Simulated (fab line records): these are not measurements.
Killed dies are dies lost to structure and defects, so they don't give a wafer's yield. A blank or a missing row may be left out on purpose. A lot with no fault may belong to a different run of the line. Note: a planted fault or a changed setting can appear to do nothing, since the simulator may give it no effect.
Chamber matching	flow n5Finfet	rieDiel-03 running N5_BEOL_M9_STRIP_36: 4 sister chambers
The step strips in N2/H2. 16 wafers are shown with their chamber, then 8 later ones without.

## WAFERS, EACH WITH ITS CHAMBER
wafer	chamber	drypumpMotorCurrentA (A)	showerheadPlenumPTorr (Torr)	throttleValvePct (%)
L076.3	3	6.4	2.50	24.1
L076.5	3	6.4	2.49	24.1
L076.6	0	6.4	2.41	23.5
L077.1	2	6.2	2.56	22.8
L077.4	3	6.4	2.49	24.1
L077.5	1	5.8	2.62	23.5
L079.1	0	6.4	2.41	23.6
L079.2	1	5.8	2.61	23.5
L079.3	3	6.5	2.49	24.1
L083.1	2	6.2	2.55	22.8
L083.3	3	6.4	2.49	23.7
L083.4	1	5.8	2.61	23.4
L085.3	1	5.8	2.61	23.5
L085.5	3	6.5	2.49	23.7
L085.6	0	6.4	2.40	23.5
L088.2	1	5.8	2.61	23.5

SIGNATURES (averages over the wafers above)
reading	chamber 0	chamber 1	chamber 2	chamber 3	scatter within a chamber
drypumpMotorCurrentA	6.400	5.800	6.200	6.433	0.0333
showerheadPlenumPTorr	2.4067	2.6120	2.5550	2.4917	0.00483
throttleValvePct	23.533	23.480	22.800	23.967	0.138
Rule: for each reading, subtract the chamber's mean from the wafer's reading, divide by that reading's scatter and square the result; add these up over the readings and take the root, which gives the wafer's distance from the chamber. The wafer belongs to the nearest chamber; if the next one is less than 2 further off, it can't be placed. How the scatter is found: for the shown wafers, subtract from each reading the mean of its chamber, square and add these, divide the total by (wafers less chambers), then take the root.

## WAFERS WITH NO CHAMBER GIVEN
wafer	drypumpMotorCurrentA (A)	showerheadPlenumPTorr (Torr)	throttleValvePct (%)
L088.4	6.4	2.49	23.7
L088.6	5.8	2.61	23.5
L090.1	6.2	2.55	22.8
L090.2	5.8	2.60	23.5
L090.3	6.4	2.40	23.6
L097.3	6.4	2.39	23.6
L097.5	6.5	2.48	23.7
L097.6	6.2	2.54	22.8

## EACH ONE'S CHAMBER
wafer	from the rows above	in truth
L088.4	3	3
L088.6	1	1
L090.1	2	2
L090.2	1	1
L090.3	0	0
L097.3	0	0
L097.5	3	3
L097.6	2	2
8 of 8 placed correctly. From these rows, 0 cannot be placed. Placed wrongly: 0.
